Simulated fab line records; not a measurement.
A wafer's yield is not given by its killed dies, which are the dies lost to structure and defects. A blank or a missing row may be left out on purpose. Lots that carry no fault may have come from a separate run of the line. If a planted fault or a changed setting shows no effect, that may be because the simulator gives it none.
Which tool did it? ; flow nand harc ; 36 wafers sampled from 12 lots at 1 step of a route of 1302

== WHAT EACH GAUGE READ, for each wafer ==
NHARC_A_CONTACT_CD_MEAS_42 targets a cd of 300 nm.
lot;measured;on;cd nm (nm)
L075;day 22 10:16;cd sem-02;300.3 300.2 300.0
L076;day 22 19:47;cd sem-01;299.6 299.2 299.5
L079;day 23 15:29;cd sem-03;299.5 299.2 298.5
L082;day 24 14:23;cd sem-03;300.5 300.6 300.0
L084;day 25 06:56;cd sem-02;300.0 299.6 300.1
L086;day 26 03:10;cd sem-01;299.5 300.3 299.8
L085;day 26 10:19;cd sem-03;299.7 300.3 300.5
L089;day 27 02:29;cd sem-01;299.5 300.3 299.8
L091;day 28 09:25;cd sem-03;299.9 300.5 300.4
L093;day 29 19:52;cd sem-02;299.4 299.7 299.0
L094;day 30 01:56;cd sem-02;300.3 300.0 300.5
L097;day 30 14:25;cd sem-03;299.7 300.1 299.4

== EACH LOT AND THE TOOL THAT RAN IT (in order: tool; ch and the chambers of the sampled wafers; start) ==
No process step before these readings appears in the record.

== THE ANSWER, worked out from the rows above alone ==
Rule: the lots themselves supply what counts as usual. The widest of any qualifying gaps counts: lots, ordered by their means at a reading, are off when they make up no more than a third of the lots, leave a main group of 4 or more, and stand apart from it by 3 or more times the standard deviation of that group's means. Not used: any main group whose means are identical at the precision the tables above print for the reading. Also off: a lot with no number at a reading for which 4 or more lots have one. All remaining lots with rows at the step are treated as sound.
None of the lots is off at any reading shown; this tells nothing.

== WHAT THE SIMULATOR HAD PUT IN ==
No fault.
